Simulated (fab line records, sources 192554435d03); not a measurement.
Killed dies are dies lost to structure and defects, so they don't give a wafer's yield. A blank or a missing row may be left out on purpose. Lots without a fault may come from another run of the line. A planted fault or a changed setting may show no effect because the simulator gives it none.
fab line records | flow n5_finfet
record lots=6 wafers=16 last_day=15
route steps=1938 shown BEOL_M14@1745 PASSIVATION@1936
lots that met no fault: from a run of the same line without faults
start_h: hours from the record's first day to the start of the lot's first wafer shown | wait_h: hours since the lot's step before | " the same as in the row above | L1.1+2: a row that stands for several wafers | - no value, or no start given | * or withheld: withheld | < > ~ a bound
route shown NAME@n: a module of which the file shows steps, and the number in the route of the first | usual: mean/standard deviation of fault-free wafers | same: alike in all rows | chamber/n: place in a boat | sites: the reading at each site | _std_site: their standard deviation | _edge_site: outer sites' mean less inner sites' | radius_mm: how far each site lies from the wafer's centre | mask NAME#n: copy n | behind: the tool/chamber that last shaped the wafer | hold: why the lot was held/for how many hours/how that ended | device: the transistor (n, p or np) that didn't switch | end of line: the same wafers' tests at the end of the route | a step without rows: its recipe alone | killed: dies lost to structure and defects at the first sort, not the wafer's yield | map: a wafer's dies, x killed, . not, _ none there
set.NAME: the setting as run; set.NAME@STEP: as run at that earlier step | model.NAME: the simulator's own value behind a step, which no gauge read
lots at some steps of the route; a table a step, a row a wafer
services: from which hour (start_h, from the record's first day; less than 0 if before it) a tool's chamber was out of use, for how many hours, and why
## steps
# step N5_BEOL_M14_HARDBAKE_32
# recipe temp_c=130 time_s=120
# step N5_BEOL_M14_CD_MEAS_28
# recipe target_cd_nm=284.4 landing_energy_ev=500 detector=se_inlens
# usual cd_nm=282.9/1.8
# columns lot.wafer tool chamber start_h wait_h cd_nm
L286.1 cd_sem-03 0 237.73 - 281.7
L286.4 " 0 " " 284.4
L286.5 " 0 " " 283.7
L291.1 cd_sem-03 0 276.88 - 283.3
L291.5 " 0 " " 283.2
L291.6 " 0 " " 283.1
L293.1 cd_sem-02 0 291.90 - 283.7
L293.5 " 0 " " 282.8
L297.2 cd_sem-03 0 308.08 - 283.8
L297.4 " 0 " " 283.7
L301.1 cd_sem-02 0 337.00 - 280.4
L301.3 " 0 " " 279.9
L301.6 " 0 " " 280.6
L303.3 cd_sem-03 0 341.09 - 281.4
L303.5 " 0 " " 281.4
L303.6 " 0 " " 282.7
# step N5_BEOL_M14_OVL_MEAS_29
# recipe points_per_wafer=44
# usual M14_OVL=2/5.4
# columns lot.wafer tool chamber start_h wait_h M14_OVL[nm]
L286.1 overlay-01 0 237.76 0.0 12
L286.4 " 0 " " 12
L286.5 " 0 " " 9
L291.1 overlay-02 0 276.91 0.0 6
L291.5 " 0 " " 3
L291.6 " 0 " " 2
L293.1 overlay-02 0 291.93 0.0 -1
L293.5 " 0 " " 2
L297.2 overlay-01 0 308.11 0.0 5
L297.4 " 0 " " 2
L301.1 overlay-02 0 337.03 0.0 9
L301.3 " 0 " " 3
L301.6 " 0 " " 4
L303.3 overlay-01 0 341.12 0.0 9
L303.5 " 0 " " 4
L303.6 " 0 " " 3
# step N5_BEOL_M14_INSPECT_30
# recipe mode=adi inspect_instrument=macro
# usual raw_defect_count=2.2/1.3
# columns lot.wafer tool chamber start_h wait_h raw_defect_count
L286.1 defect_inspect-02 - 237.78 0.0 2
L286.4 " - " " 1
L286.5 " - " " 3
L291.1 defect_inspect-01 - 276.93 0.0 4
L291.5 " - " " 3
L291.6 " - " " 3
L293.1 defect_inspect-01 - 291.95 0.0 2
L293.5 " - " " 2
L297.2 defect_inspect-02 - 308.14 0.0 1
L297.4 " - " " 4
L301.1 defect_inspect-01 - 337.06 0.0 2
L301.3 " - " " 3
L301.6 " - " " 3
L303.3 defect_inspect-02 - 341.14 0.0 1
L303.5 " - " " 1
L303.6 " - " " 6
# step N5_BEOL_M14_DESCUM_33
# recipe chemistry=O2 time_s=7.9 source_power_w=50 bias_power_w=20 pressure_mtorr=20 rf_frequency_hz=2.712e+07 temp_c=40 o2_flow_sccm=225
# step N5_BEOL_M14_ETCH_67
# recipe chemistry=CF4 target=SiARC target_depth_a=1430 time_s=238.3 ion_energy_ev=80 pressure_mtorr=40 source_w=545 bias_w=36 Ar_flow_sccm=100 cf4_flow_sccm=100 ends=cleared
# step N5_BEOL_M14_ETCH_68
# recipe chemistry=N2/H2 target=SOC mask_material=SiARC source_w=3000 bias_w=350 temp_c=40 time_s=450 ion_energy_ev=200 pressure_mtorr=30 n2_flow_sccm=200 h2_flow_sccm=200
# usual drypump_motor_current_A=5.8/0.45 oes_product_au=0.79/0.071 rf_vpp_V=524.0/2.1 showerhead_plenum_p_Torr=2.55/0.071 throttle_valve_pct=17.87/0.21
# columns lot.wafer tool chamber start_h wait_h drypump_motor_current_A oes_product_au rf_hours_counter_h rf_vpp_V showerhead_plenum_p_Torr throttle_valve_pct
L286.1 rie_diel-01 3 238.01 0.1 6.1 0.86 76 524.2 2.58 17.69
L286.4 " 0 " " 5.1 0.75 - 523.8 2.55 17.81
L286.5 " 2 " " 5.2 0.75 - 521.7 2.44 18.13
L291.1 rie_diel-05 1 277.25 0.1 5.7 0.72 210 522.4 2.50 17.79
L291.5 " 0 " " 5.9 0.77 - 526.5 2.55 18.13
L291.6 " 3 " " 6.3 0.77 - 522.9 2.55 17.86
L293.1 rie_diel-02 0 292.17 0.1 5.9 0.82 90 524.1 2.57 17.72
L293.5 " 2 " " 6.3 0.82 - 528.3 2.70 17.79
L297.2 rie_diel-05 3 308.38 0.1 6.3 0.76 164 523.4 2.55 17.86
L297.4 " 0 " " 5.9 0.76 147 524.5 2.55 18.15
L301.1 rie_diel-01 1 337.43 0.1 5.3 0.92 34 525.1 2.58 17.57
L301.3 " 2 " " 5.2 0.73 219 520.5 2.42 18.20
L301.6 " 2 " " 5.2 0.73 - 521.0 2.42 18.21
L303.3 rie_diel-01 3 341.46 0.1 6.1 0.81 113 525.7 2.56 17.76
L303.5 " 1 " " 5.3 0.90 - 525.0 2.58 17.58
L303.6 " 2 " " 5.3 0.72 - 520.5 2.42 18.19
# step N5_BEOL_M14_STRIP_69
# recipe chemistry=N2/H2 temp_c=40 n2_flow_sccm=200 h2_flow_sccm=200 rf_frequency_hz=6e+07
# step N5_BEOL_M14_TRENCH_ETCH_34
# recipe chemistry=C4F8/O2/Ar target=SiO2 target_depth_a=5566.5 mask_material=SOC he_inner_torr=15 he_outer_torr=30 time_s=126.9 ion_energy_ev=800 pressure_mtorr=20 source_w=1905 bias_w=2040 Ar_flow_sccm=400 C4F8_flow_sccm=16 O2_flow_sccm=12
# usual drypump_motor_current_A=5.8/0.45 oes_product_au=0.79/0.073 rf_vpp_V=2223/28 showerhead_plenum_p_Torr=3.45/0.091 throttle_valve_pct=31.06/0.13
# columns lot.wafer tool chamber start_h wait_h drypump_motor_current_A oes_product_au rf_hours_counter_h rf_vpp_V showerhead_plenum_p_Torr throttle_valve_pct
L286.1 rie_diel-01 3 238.29 0.0 6.1 0.85 77 2241 3.51 30.94
L286.4 " 0 " " 5.1 0.75 - 2268 3.44 30.95
L286.5 " 2 " " 5.2 0.75 - 2224 3.31 31.31
L291.1 rie_diel-05 1 277.52 0.0 5.7 0.70 210 2257 3.43 31.10
L291.5 " 0 " " 5.9 0.76 - 2261 3.43 31.21
L291.6 " 3 " " 6.3 0.75 - 2222 3.43 30.76
L293.1 rie_diel-02 0 292.44 0.0 5.9 0.81 90 2244 3.50 31.09
L293.5 " 2 " " 6.3 0.83 - 2225 3.63 31.05
L297.2 rie_diel-05 3 308.65 0.0 6.3 0.74 164 2222 3.43 30.78
L297.4 " 0 " " 5.9 0.75 147 2261 3.43 31.23
L301.1 rie_diel-01 1 337.71 0.0 5.3 0.91 34 2199 3.51 30.98
L301.3 " 2 " " 5.3 0.72 219 2221 3.29 31.35
L301.6 " 2 " " 5.3 0.71 - 2222 3.29 31.33
L303.3 rie_diel-01 3 341.74 0.0 6.1 0.79 113 2240 3.49 30.96
L303.5 " 1 " " 5.3 0.91 - 2197 3.51 30.97
L303.6 " 2 " " 5.2 0.71 - 2221 3.29 31.35
# step N5_BEOL_M14_STRIP_70
# recipe chemistry=C4F8/O2/Ar resist=SiARC rf_frequency_hz=6e+07
# step N5_BEOL_M14_OCD_MEAS_35
# usual trench_depth_nm=560/15
# columns lot.wafer tool chamber start_h wait_h trench_depth_nm
L286.1 ocd-01 - 238.44 0.0 560
L286.4 " - " " 565
L286.5 " - " " 549
L291.1 ocd-01 - 277.68 0.0 538
L291.5 " - " " 543
L291.6 " - " " 547
L293.1 ocd-02 - 292.60 0.0 552
L293.5 " - " " 566
L297.2 ocd-01 - 308.81 0.0 550
L297.4 " - " " 542
L301.1 ocd-02 - 337.86 0.0 589
L301.3 " - " " 543
L301.6 " - " " 542
L303.3 ocd-01 - 341.89 0.0 554
L303.5 " - " " 584
L303.6 " - " " 545
# step N5_BEOL_M14_STRIP_37
# recipe chemistry=O2 power_w=600 temp_c=60 pressure_mtorr=30 rf_frequency_hz=6e+07 bias_power_w=0 overash_fraction=0.3 o2_flow_sccm=225
# step N5_BEOL_M14_ETCH_38
# recipe chemistry=CF4/N2 target=SiCN target_depth_a=1065 taper_deg=2 time_s=120.6 ion_energy_ev=150 mask_material=SiO2 pressure_mtorr=40 source_w=430 bias_w=70 Ar_flow_sccm=100 cf4_flow_sccm=60 n2_flow_sccm=60
# usual drypump_motor_current_A=5.7/0.44 oes_product_au=0.78/0.071 rf_vpp_V=382.2/1.4 showerhead_plenum_p_Torr=2.21/0.049 throttle_valve_pct=15.55/0.17
# columns lot.wafer tool chamber start_h wait_h drypump_motor_current_A oes_product_au rf_hours_counter_h rf_vpp_V showerhead_plenum_p_Torr throttle_valve_pct model.etch.depth_nm model.SiO2_of_BEOL_M14_ILD_DEP_00.thk_nm
L286.1 rie_diel-01 2 239.30 - 5.3 0.74 184 378.4 2.11 15.79 94.22 1044
L286.4 " 2 " " 5.2 0.75 - 380.2 2.11 15.78 94.78 1072
L286.5 " 0 " " 5.1 0.74 - 382.6 2.21 15.50 97.38 1059
L291.1 rie_diel-05 3 278.98 - 6.3 0.75 155 382.4 2.21 15.62 95.72 1059
L291.5 " 1 " " 5.7 0.71 - 381.4 2.19 15.64 94.26 1075
L291.6 " 2 " " 5.3 0.82 - 383.4 2.22 15.41 96.85 1094
L293.1 rie_diel-05 0 293.34 - 5.9 0.77 143 382.0 2.22 15.71 95.52 1058
L293.5 " 0 " " 5.9 0.53 - 383.2 2.22 15.67 48.54 1112
L297.2 rie_diel-05 0 310.76 - 5.8 0.52 148 380.8 2.21 15.69 48.21 1097
L297.4 " 1 " " 5.7 0.70 220 381.1 2.19 15.66 94.26 1070
L301.1 rie_diel-01 2 339.02 - 5.3 0.71 219 380.7 2.10 15.86 93.78 1040
L301.3 " 3 " " 6.1 0.79 112 381.8 2.23 15.30 95.64 1023
L301.6 " 1 " " 5.3 0.91 - 384.5 2.25 15.40 101.6 1057
L303.3 rie_diel-01 3 342.07 - 6.1 0.79 113 382.9 2.23 15.30 94.62 1065
L303.5 " 3 " " 6.1 0.80 - 383.3 2.23 15.29 94.82 1052
L303.6 " 0 " " 5.1 0.72 - 381.6 2.19 15.58 97.25 1053
# step N5_BEOL_M14_PRECLEAN_39
# recipe chemistry=residue_remover time_s=60 temp_c=40
# step N5_BEOL_M14_SRD_40
# recipe time_s=30 temp_c=23 rinse_liquid=diw dry=n2_spin spin_rpm=1500 dry_time_s=30
# step N5_BEOL_M14_DEGAS_41
# recipe ambient=vacuum temp_c=300 time_s=60
# usual heater_power_w=447/42
# columns lot.wafer tool chamber start_h wait_h heater_power_w
L286.1 pvd_sputter-03 - 240.09 0.6 474
L286.4 " - " " 419
L286.5 " - " " 415
L291.1 pvd_sputter-02 - 279.64 0.5 400
L291.5 " - " " 438
L291.6 " - " " 392
L293.1 pvd_sputter-01 - 293.88 0.3 472
L293.5 " - " " 412
L297.2 pvd_sputter-02 - 310.99 0.0 390
L297.4 " - " " 565
L301.1 pvd_sputter-03 - 339.77 0.6 419
L301.3 " - " " 440
L301.6 " - " " 439
L303.3 pvd_sputter-01 - 342.72 0.0 479
L303.5 " - " " 480
L303.6 " - " " 409
# step N5_BEOL_M14_PRE_CLEAN_42
# recipe gas=H2/He time_s=30 temp_c=300
# step N5_BEOL_M14_SPUTTER_43
# recipe material=TaN target_thk_a=150 temp_c=50 bias_v=168.6 power_w=15000 chamber_pressure_pa=0.12 time_s=24.19
# usual bias_v=168.7/1.6 cathode_dc_power_W=15000/2.5 throttle_valve_pct=30.0/0.94
# columns lot.wafer tool chamber start_h wait_h bias_v cathode_dc_power_W throttle_valve_pct
L286.1 pvd_sputter-03 - 240.17 0.0 170.4 14998 29.5
L286.4 " - " " 169.2 14996 28.6
L286.5 " - " " 168.7 14999 30.5
L291.1 pvd_sputter-02 - 279.72 0.0 169.7 14994 31.1
L291.5 " - " " 169.4 15001 31.1
L291.6 " - " " 165.9 15001 30.9
L293.1 pvd_sputter-01 - 293.96 0.0 168.5 14996 28.2
L293.5 " - " " 170.3 14998 31.2
L297.2 pvd_sputter-02 - 311.07 0.0 169.6 14993 31.3
L297.4 " - " " 168.8 14996 30.3
L301.1 pvd_sputter-03 - 339.85 0.0 168.6 15001 29.6
L301.3 " - " " 168.7 14999 30.2
L301.6 " - " " 168.1 14998 30.1
L303.3 pvd_sputter-01 - 342.80 0.0 173.0 15004 30.3
L303.5 " - " " 167.9 15002 30.5
L303.6 " - " " 166.3 14995 31.5
# step N5_BEOL_M14_SPUTTER_44
# recipe material=Ta target_thk_a=150 temp_c=50 bias_v=80 power_w=15000 chamber_pressure_pa=0.07 time_s=24.19
# step N5_BEOL_M14_SPUTTER_45
# recipe material=Cu target_thk_a=1000 temp_c=-20 bias_v=60 power_w=26000 chamber_pressure_pa=0.13 time_s=16.67
# step N5_BEOL_M14_ECD_47
# recipe material=Cu target_thk_a=12480
# step N5_BEOL_M14_ANNEAL_48
# recipe temp_c=225 time_s=90 ambient=N2
# usual wafer_temp_C_max=226.00/0.24
# columns lot.wafer tool chamber start_h wait_h wafer_temp_C_max
L286.1 rtp_anneal-02 0 240.63 0.1 225.60
L286.4 " 0 " " 225.67
L286.5 " 0 " " 225.63
L291.1 rtp_anneal-01 0 280.19 0.1 226.12
L291.5 " 0 " " 226.29
L291.6 " 0 " " 226.30
L293.1 rtp_anneal-02 0 294.42 0.1 225.77
L293.5 " 0 " " 225.58
L297.2 rtp_anneal-01 0 311.65 0.3 225.97
L297.4 " 0 " " 226.08
L301.1 rtp_anneal-01 0 340.37 0.2 226.42
L301.3 " 0 " " 226.17
L301.6 " 0 " " 226.09
L303.3 rtp_anneal-01 0 343.36 0.2 226.34
L303.5 " 0 " " 226.17
L303.6 " 0 " " 226.44
# step N5_BEOL_M14_CMP_49
# recipe stop_on=SiO2 t_overpolish_s=5.2 down_force_psi=2 platen_rpm=80 clearing_platen_down_force_psi=2 clearing_platen_rpm=80 post_cmp_clean=cu_alkaline target_thk_nm=560 clearing_platen_pad_velocity_m_s=1.5917 pad_velocity_m_s=1.5917
# usual barrier_field_endpoint_s=11.45/0.23 motor_current_A=7.9/0.59 overpolish_run_s=5.200/0.0085 pad_life_wafers=1105/740 time_to_endpoint_s=121/3.9
# columns lot.wafer tool chamber start_h wait_h barrier_field_endpoint_s motor_current_A overpolish_run_s pad_life_wafers time_to_endpoint_s model.SiO2_of_BEOL_M14_ILD_DEP_00.thk_nm
L286.1 cmp-01 0 240.93 0.3 11.20 6.8 5.210 1692 116 1029
L286.4 " 3 " " 11.51 8.1 5.210 1695 121 1057
L286.5 " 1 " " 11.52 7.5 5.211 - 119 1044
L291.1 cmp-02 1 280.54 0.3 11.16 9.0 5.207 1891 118 1044
L291.6 " 0 " " 11.81 8.0 5.210 - 129 1079
L291.5 " 1 " " 11.20 8.6 5.207 - 120 1060
L293.1 cmp-02 1 294.85 0.4 11.39 9.1 5.190 2013 116 1043
L293.5 " 2 " " 11.42 8.1 5.208 - 119 1097
L297.4 cmp-02 3 311.94 0.2 11.16 7.1 5.209 2155 117 1055
L297.2 " 0 " " 11.52 8.0 5.209 2156 124 1082
L301.1 cmp-01 0 340.75 0.3 11.15 6.7 5.210 434 119 1025
L301.3 " 1 " " 11.49 7.5 5.194 435 122 1008
L301.6 " 2 " " 11.12 7.2 5.186 - 119 1042
L303.3 cmp-02 1 343.56 0.2 11.51 8.4 5.194 120 120 1050
L303.5 " 1 " " 11.17 9.0 5.189 - 120 1037
L303.6 " 2 " " 11.27 8.1 5.207 - 121 1038
# step N5_BEOL_M14_THK_MEAS_50
# recipe thk_meas_gauge=xrf reads=Cu_of_BEOL_M14_ECD_47
# usual M14_THK=572/16
# columns lot.wafer tool chamber start_h wait_h M14_THK[nm]
L286.1 film_metro-01 - 241.22 - 584
L286.4 " - " " 586
L286.5 " - " " 571
L291.1 film_metro-02 - 280.80 - 544
L291.5 " - " " 550
L291.6 " - " " 553
L293.1 film_metro-01 - 295.03 - 567
L293.5 " - " " 584
L297.2 film_metro-01 - 312.20 - 561
L297.4 " - " " 557
L301.1 film_metro-01 - 340.97 - 602
L301.3 " - " " 555
L301.6 " - " " 553
L303.3 film_metro-02 - 343.86 - 572
L303.5 " - " " 600
L303.6 " - " " 563
# step N5_PASSIVATION_PROBE_49
# usual defect_limited_yield=91.5/1.5 killed_at_M0_to_M3=30/11 killed_at_M4_up=13/4.9 killed_at_contacts=14/6.5 killed_at_front_end=40/11 killed_at_other=3.3/2.7 killed_dies=100/18 killed_open=67/14 killed_short=32/7.8 sort_bin_5_function=5.0/0.97 sort_bin_6_memory=3.2/0.75 sort_n_pass=1080/18 sort_yield_pct=91.5/1.5
# same gross_dies=1180 killed_at_back_side=0 sort_bin_4_leakage[%]=0 sort_bin_8_speed[%]=0
# columns lot.wafer tool chamber start_h wait_h defect_limited_yield[%] killed_at_M0_to_M3 killed_at_M4_up killed_at_contacts killed_at_front_end killed_at_other killed_dies killed_open killed_short sort_bin_5_function[%] sort_bin_6_memory[%] sort_n_pass sort_yield_pct[%]
L291.1 prober-02 - 306.51 0.0 91.1 24 11 41 25 4 105 73 32 5.0 3.5 1075 91.1
L291.5 prober-02 - 306.71 0.2 89.7 43 5 28 38 8 122 82 39 5.8 4.1 1058 89.7
L291.6 prober-02 - 306.76 0.3 90.9 35 9 20 40 3 107 74 32 6.0 2.8 1073 90.9
L293.1 prober-01 - 316.14 0.0 88.4 45 14 38 38 2 137 87 50 6.1 4.8 1043 88.4
L293.5 prober-01 - 316.34 0.2 89.0 75 9 11 31 4 130 91 39 6.7 3.8 1050 89.0
L297.2 prober-01 - 332.89 0.1 89.4 39 12 19 53 2 125 74 51 6.3 3.9 1055 89.4
L297.4 prober-01 - 332.99 0.2 92.1 22 17 17 32 5 93 59 34 3.7 3.5 1087 92.1
L301.1 prober-02 - 365.92 0.0 89.7 35 9 13 60 4 121 77 43 5.4 4.7 1059 89.7
L301.3 prober-02 - 366.02 0.1 91.7 39 8 8 43 0 98 68 30 3.7 4.3 1082 91.7
L301.6 prober-02 - 366.17 0.3 90.5 40 10 28 31 3 112 79 33 5.1 4.3 1068 90.5
# killed by level:class
L291.1 MOL_CONTACT_COAG:geometric_particle:open=28 MOL_CONTACT_COAG:geometric_particle:short=13 BEOL_M3:geometric_particle:open=8 DUMMY_GATE:geometric_particle:open=7 BEOL_M2:geometric_particle:open=5 ILD0:geometric_particle:short=4 BEOL_M0_SAQP:geometric_particle:open=4 FIN_SAQP:geometric_particle:open=3
L291.5 MOL_CONTACT_COAG:geometric_particle:open=23 BEOL_M0_SAQP:geometric_particle:open=13 BEOL_M0_SAQP:geometric_particle:short=11 FIN_SAQP:geometric_particle:open=9 FIN_SAQP:geometric_particle:short=6 DUMMY_GATE:geometric_particle:open=5 MOL_CONTACT_COAG:geometric_particle:short=5 BEOL_M2:geometric_particle:open=5
L291.6 MOL_CONTACT_COAG:geometric_particle:open=17 BEOL_M3:geometric_particle:open=11 STI_FIN_REVEAL:geometric_particle:open=7 BEOL_M0_SAQP:geometric_particle:open=7 BEOL_M2:geometric_particle:open=7 FIN_SAQP:geometric_particle:short=6 BEOL_M0_SAQP:geometric_particle:short=6 GATE_CUT:geometric_particle:short=5
L293.1 MOL_CONTACT_COAG:geometric_particle:open=30 FIN_SAQP:geometric_particle:open=12 BEOL_M0_SAQP:geometric_particle:short=12 FIN_SAQP:geometric_particle:short=9 MOL_CONTACT_COAG:geometric_particle:short=8 BEOL_M2:geometric_particle:open=8 BEOL_M0_SAQP:geometric_particle:open=7 GATE_CUT:geometric_particle:short=5
L293.5 BEOL_M1:geometric_particle:open=18 BEOL_M0_SAQP:geometric_particle:open=15 BEOL_M0_SAQP:geometric_particle:short=14 BEOL_M2:geometric_particle:open=10 BEOL_M3:geometric_particle:open=10 STI_FIN_REVEAL:geometric_particle:open=9 MOL_CONTACT_COAG:geometric_particle:open=9 GATE_CUT:geometric_particle:open=6
L297.2 FIN_SAQP:geometric_particle:short=17 MOL_CONTACT_COAG:geometric_particle:open=15 BEOL_M0_SAQP:geometric_particle:short=13 STI_FIN_REVEAL:geometric_particle:open=9 BEOL_M0_SAQP:geometric_particle:open=9 BEOL_M3:geometric_particle:open=9 FIN_SAQP:geometric_particle:open=7 GATE_CUT:geometric_particle:short=7
L297.4 MOL_CONTACT_COAG:geometric_particle:open=16 FIN_SAQP:geometric_particle:short=7 STI_FIN_REVEAL:geometric_particle:open=7 BEOL_M0_SAQP:geometric_particle:open=7 BEOL_M7:geometric_particle:open=6 BEOL_M0_SAQP:geometric_particle:short=5 FIN_SAQP:geometric_particle:open=3 GATE_CUT:geometric_particle:short=3
L301.1 FIN_SAQP:geometric_particle:open=18 FIN_SAQP:geometric_particle:short=12 STI_FIN_REVEAL:geometric_particle:open=12 BEOL_M1:geometric_particle:open=10 MOL_CONTACT_COAG:geometric_particle:open=9 BEOL_M0_SAQP:geometric_particle:short=9 DUMMY_GATE:geometric_particle:open=5 MOL_CONTACT_COAG:geometric_particle:short=4
L301.3 FIN_SAQP:geometric_particle:open=18 BEOL_M0_SAQP:geometric_particle:open=11 FIN_SAQP:geometric_particle:short=9 BEOL_M2:geometric_particle:open=9 BEOL_M0_SAQP:geometric_particle:short=7 BEOL_M1:geometric_particle:open=6 MOL_CONTACT_COAG:geometric_particle:open=5 STI_FIN_REVEAL:geometric_particle:open=4
L301.6 MOL_CONTACT_COAG:geometric_particle:open=23 BEOL_M2:geometric_particle:open=10 FIN_SAQP:geometric_particle:open=9 BEOL_M0_SAQP:geometric_particle:open=7 FIN_SAQP:geometric_particle:short=6 MOL_CONTACT_COAG:geometric_particle:short=5 BEOL_M0_SAQP:geometric_particle:short=5 BEOL_M3:geometric_particle:open=5
## services
# columns tool chamber start_h hours kind
rie_diel-02 1 215.45 4.4 repair
cmp-01 - 218.67 0.6 repair
rie_diel-01 1 220.56 - clean
rie_diel-01 1 220.56 - consumable_replace:focus_ring
rie_diel-01 1 220.56 19.1 scheduled_down
rie_diel-01 1 220.56 19.1 vent_cycle
rie_diel-01 - 223.56 0.1 repair
cmp-02 - 231.83 6.2 pm
cmp-01 - 234.27 4.8 repair
cmp-02 - 249.68 2.6 repair
rie_diel-02 1 250.21 - clean
rie_diel-02 1 250.21 - consumable_replace:focus_ring
rie_diel-02 1 250.21 13.8 scheduled_down
rie_diel-02 - 274.83 1.4 repair
cmp-02 - 282.05 0.3 repair
cmp-01 - 287.82 4.0 pm
pvd_sputter-03 - 291.12 9.5 repair
cmp-01 - 291.82 - consumable_replace:conditioner
cmp-01 - 291.82 - consumable_replace:pad
rtp_anneal-02 - 295.23 1.1 pm
cmp-02 - 313.03 4.0 pm
cmp-02 - 317.03 - consumable_replace:conditioner
cmp-02 - 317.03 - consumable_replace:pad
cmp-02 - 328.53 12.3 repair
## key
first_sign step=N5_BEOL_M14_ETCH_38 reading=oes_product_au direction=down sigmas=3.6 usual=0.78 struck=0.52
effect none on later readings
model_effect step=N5_BEOL_M14_ETCH_38 value=etch.depth_nm without=95.4 struck=48.38
model_effect step=N5_BEOL_M14_CMP_49 value=SiO2_of_BEOL_M14_ILD_DEP_00.thk_nm without=1058 struck=1089
met_at N5_BEOL_M14_ETCH_38
struck_wafers L293.5,L297.2
onset_between 278.98 293.34
fault kind=process_parameter_drift tool=rie_diel-05 chamber=- onset_h=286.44 steps=N5_BEOL_M14_ETCH_38 channel=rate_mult offset=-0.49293 shape=step end_h=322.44 scope=struck_wafers_only
